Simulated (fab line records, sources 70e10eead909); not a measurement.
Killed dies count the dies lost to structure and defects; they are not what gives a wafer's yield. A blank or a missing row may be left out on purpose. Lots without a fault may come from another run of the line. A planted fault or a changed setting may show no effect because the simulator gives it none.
Matching of chambers || flow nand_harc || NHARC_P_GATE_DESCUM_31 on rie_diel-07: 4 sister chambers
The step chemistry O2, time 3 s. 14 wafers are shown with their chamber, then 7 later ones without.

WAFERS PAIRED WITH THEIR CHAMBERS
{"wafer": "L081.1", "chamber": 1, "drypump_motor_current_A (A)": 4.9, "oes_product_au (a.u.)": 0.982, "rf_vpp_V (V)": 57.4}
{"wafer": "L081.2", "chamber": 0, "drypump_motor_current_A (A)": 6.3, "oes_product_au (a.u.)": 1.014, "rf_vpp_V (V)": 57.4}
{"wafer": "L081.4", "chamber": 2, "drypump_motor_current_A (A)": 6.2, "oes_product_au (a.u.)": 1.018, "rf_vpp_V (V)": 57.6}
{"wafer": "L083.1", "chamber": 0, "drypump_motor_current_A (A)": 6.4, "oes_product_au (a.u.)": 1.008, "rf_vpp_V (V)": 57.8}
{"wafer": "L083.3", "chamber": 2, "drypump_motor_current_A (A)": 6.2, "oes_product_au (a.u.)": 1.027, "rf_vpp_V (V)": 58.5}
{"wafer": "L083.4", "chamber": 3, "drypump_motor_current_A (A)": 6.6, "oes_product_au (a.u.)": 0.990, "rf_vpp_V (V)": 56.7}
{"wafer": "L085.3", "chamber": 0, "drypump_motor_current_A (A)": 6.3, "oes_product_au (a.u.)": 1.004, "rf_vpp_V (V)": 57.7}
{"wafer": "L085.4", "chamber": 0, "drypump_motor_current_A (A)": 6.3, "oes_product_au (a.u.)": 1.000, "rf_vpp_V (V)": 57.4}
{"wafer": "L085.5", "chamber": 2, "drypump_motor_current_A (A)": 6.2, "oes_product_au (a.u.)": 1.024, "rf_vpp_V (V)": 59.4}
{"wafer": "L086.1", "chamber": 3, "drypump_motor_current_A (A)": 6.6, "oes_product_au (a.u.)": 0.993, "rf_vpp_V (V)": 58.2}
{"wafer": "L086.5", "chamber": 0, "drypump_motor_current_A (A)": 6.3, "oes_product_au (a.u.)": 0.994, "rf_vpp_V (V)": 57.8}
{"wafer": "L086.6", "chamber": 3, "drypump_motor_current_A (A)": 6.6, "oes_product_au (a.u.)": 0.983, "rf_vpp_V (V)": 57.2}
{"wafer": "L089.2", "chamber": 3, "drypump_motor_current_A (A)": 6.6, "oes_product_au (a.u.)": 0.994, "rf_vpp_V (V)": 57.1}
{"wafer": "L089.3", "chamber": 0, "drypump_motor_current_A (A)": 6.3, "oes_product_au (a.u.)": 1.009, "rf_vpp_V (V)": 57.7}

SIGNATURES, as means of the wafers listed above
{"reading": "drypump_motor_current_A", "chamber 0": 6.317, "chamber 1": 4.900, "chamber 2": 6.200, "chamber 3": 6.600, "scatter within a chamber": 0.0289}
{"reading": "oes_product_au", "chamber 0": 1.00483, "chamber 1": 0.98200, "chamber 2": 1.02300, "chamber 3": 0.99000, "scatter within a chamber": 0.00607}
{"reading": "rf_vpp_V", "chamber 0": 57.633, "chamber 1": 57.400, "chamber 2": 58.500, "chamber 3": 57.300, "scatter within a chamber": 0.549}
Rule: a wafer lies at a distance from a chamber equal to the root of the sum of squares, over the readings, of (its reading less the chamber's mean, divided by the reading's scatter). If the next closest chamber is less than 2 further off than the closest, the wafer can't be placed; otherwise it belongs to the closest. How the scatter is found: for the shown wafers, subtract from each reading the mean of its chamber, square and add these, divide the total by (wafers less chambers), then take the root.

WAFERS WHOSE CHAMBER IS MISSING
{"wafer": "L089.6", "drypump_motor_current_A (A)": 6.3, "oes_product_au (a.u.)": 1.011, "rf_vpp_V (V)": 56.9}
{"wafer": "L091.1", "drypump_motor_current_A (A)": 6.3, "oes_product_au (a.u.)": 1.003, "rf_vpp_V (V)": 59.0}
{"wafer": "L091.2", "drypump_motor_current_A (A)": 6.3, "oes_product_au (a.u.)": 1.019, "rf_vpp_V (V)": 57.6}
{"wafer": "L091.3", "drypump_motor_current_A (A)": 4.9, "oes_product_au (a.u.)": 0.997, "rf_vpp_V (V)": 58.6}
{"wafer": "L092.3", "drypump_motor_current_A (A)": 6.2, "oes_product_au (a.u.)": 1.007, "rf_vpp_V (V)": 56.9}
{"wafer": "L092.4", "drypump_motor_current_A (A)": 4.9, "oes_product_au (a.u.)": 0.975, "rf_vpp_V (V)": 58.8}
{"wafer": "L092.6", "drypump_motor_current_A (A)": 4.9, "oes_product_au (a.u.)": 0.983, "rf_vpp_V (V)": 56.5}

WHICH CHAMBER EACH WENT THROUGH
{"wafer": "L089.6", "from the rows above": 0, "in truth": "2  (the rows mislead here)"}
{"wafer": "L091.1", "from the rows above": 0, "in truth": 0}
{"wafer": "L091.2", "from the rows above": "can't be placed: 0 or 2", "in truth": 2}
{"wafer": "L091.3", "from the rows above": 1, "in truth": 1}
{"wafer": "L092.3", "from the rows above": "can't be placed: 2 or 0", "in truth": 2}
{"wafer": "L092.4", "from the rows above": 1, "in truth": 1}
{"wafer": "L092.6", "from the rows above": 1, "in truth": 1}
Correct placement for 4 of the 7. Cannot be placed on the basis of these rows: 2; the candidates contain the true chamber in 2. 1 placed wrongly.
